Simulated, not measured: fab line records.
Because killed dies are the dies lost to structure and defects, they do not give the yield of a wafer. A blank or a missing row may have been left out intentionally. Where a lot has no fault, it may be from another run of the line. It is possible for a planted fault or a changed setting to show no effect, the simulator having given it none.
Struck lot and sound lot, side by side	flow n5_finfet	24 steps out of a route of 1938
Sound: wafers L638.1, L638.3, L638.6. Wafers struck: L652.4, L652.5, L652.6. Last of all comes the cause.
For every step that has rows: the tool of each side, followed by ch and its chambers, followed by its first start. Under that, the readings that differ: sound wafers	struck wafers	difference of the means	sigmas: that difference in standard deviations of wafers without a fault.
alike: readings with means less than 2 such deviations apart, plus words and numbers identical on both sides. not compared: withheld readings, readings lacking a value on some wafer, bounds such as >300 that could conceal the same value, and numbers that have no deviation in the record and whose values overlap.
A row with sigmas, a row that says differs or no value, or rows on one side alone: a step with any of these is where the two part. Non-overlapping numbers with no deviation appear without sigmas and do not part them. A reading missing from all wafers of one side parts the sides only when that side holds two or more wafers.

first, 8 steps without rows for these wafers: N5_BEOL_M8_ANNEAL_51 (time 90 s); N5_BEOL_M8_CMP_52 (polishes, stops on SiCOH lowk, t overpolish 6.9 s, target thk 80 nm); N5_BEOL_M8_PRE_CLEAN_55 (time 15 s); N5_BEOL_M8_DEP_56 (deposits SiCN from 3MS/NH3, target thk 10 nm, time 17.5 s); N5_BEOL_M9_ILD_DEP_00 (deposits SiCOH lowk from DEMS/porogen, target thk 308.51 nm, time 58 s); N5_BEOL_M9_CURE_71 (cures SiCOH lowk, time 240 s); N5_BEOL_M9_PECVD_70 (deposits SiO2 from TEOS/O2, target thk 20 nm, time 22.7 s); N5_BEOL_M9_HM_DEP_02 (deposits TiN, target thk 20 nm).
N5_BEOL_M9_COAT_59: time 60 s, resist thk 100 nm.
  sound on litho_track-02 ch 0, day 10 11:19; struck on litho_track-03 ch 0, day 13 16:17
reading	sound	struck	difference	sigmas
spin_speed_rpm (rpm)	1499.4 1499.4 1499.1	1455.6 1453.5 1455.0	-44.6	-37
model.SOC_of_BEOL_M9_COAT_59.thk_nm (nm)	99.6 100 99.6	101.8 101.8 101.8	+2.1	
  alike: plate_temp_C
then, 9 steps without rows for these wafers: N5_BEOL_M9_COAT_60 (time 60 s, resist thk 30 nm); N5_BEOL_M9_COAT_05 (resist thk 90 nm); N5_BEOL_M9_EBR_07; N5_BEOL_M9_SOFTBAKE_06 (time 60 s); N5_BEOL_M9_EXPOSE_08 (exposes mask M9); N5_BEOL_M9_PEB_09 (peb time 60 s); N5_BEOL_M9_DEVELOP_10 (develop time 30 s); N5_BEOL_M9_DESCUM_16 (chemistry O2, time 7.9 s); N5_BEOL_M9_ETCH_61 (etches SiARC in CF4, target depth 39 nm, time 65 s).
N5_BEOL_M9_ETCH_62: etches SOC in N2/H2, target depth 110 nm, overetch 22 nm, time 165 s.
  sound on rie_diel-04 ch 2,3, day 10 11:52; struck on rie_diel-03 ch 1,2, day 13 17:18
reading	sound	struck	difference	sigmas
model.etch.depth_nm (nm)	99.57 99.95 99.53	101.7 101.7 101.8	+2.0	
  alike: bias_w, drypump_motor_current_A, oes_product_au, rf_vpp_V, showerhead_plenum_p_Torr, throttle_valve_pct
  not compared: rf_hours_counter_h
then, 2 steps without rows for these wafers: N5_BEOL_M9_STRIP_68 (strips in N2/H2); N5_BEOL_M9_STRIP_67 (strips in CF4).
N5_BEOL_M9_HM_OPEN_17: chemistry Cl2/BCl3, target TiN, target depth 20 nm, overetch 6 nm.
  sound on rie_metal-03 ch 0,1, day 10 12:03; struck on rie_metal-01 ch 0,1, day 13 17:32
reading	sound	struck	difference	sigmas
model.SOC_of_BEOL_M9_COAT_59.thk_nm (nm)	91.6 92.2 91.6	93.6 93.8 94	+2.0	
  alike: bias_w, drypump_motor_current_A, oes_product_au, throttle_valve_pct
  not compared: rf_hours_counter_h
then, 2 steps without rows for these wafers: N5_BEOL_M9_STRIP_19 (strips in O2); N5_PASSIVATION_PROBE_49.

== WHERE THEY PART ==
At N5_BEOL_M9_COAT_59 and nowhere else, as far as this record goes. Later steps at which nothing parts them and some readings are alike: N5_BEOL_M9_ETCH_62, N5_BEOL_M9_HM_OPEN_17.

WHY: what the simulator had put in
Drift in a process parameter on litho_track-03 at N5_BEOL_M9_COAT_59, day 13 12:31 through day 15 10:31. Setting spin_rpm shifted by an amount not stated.
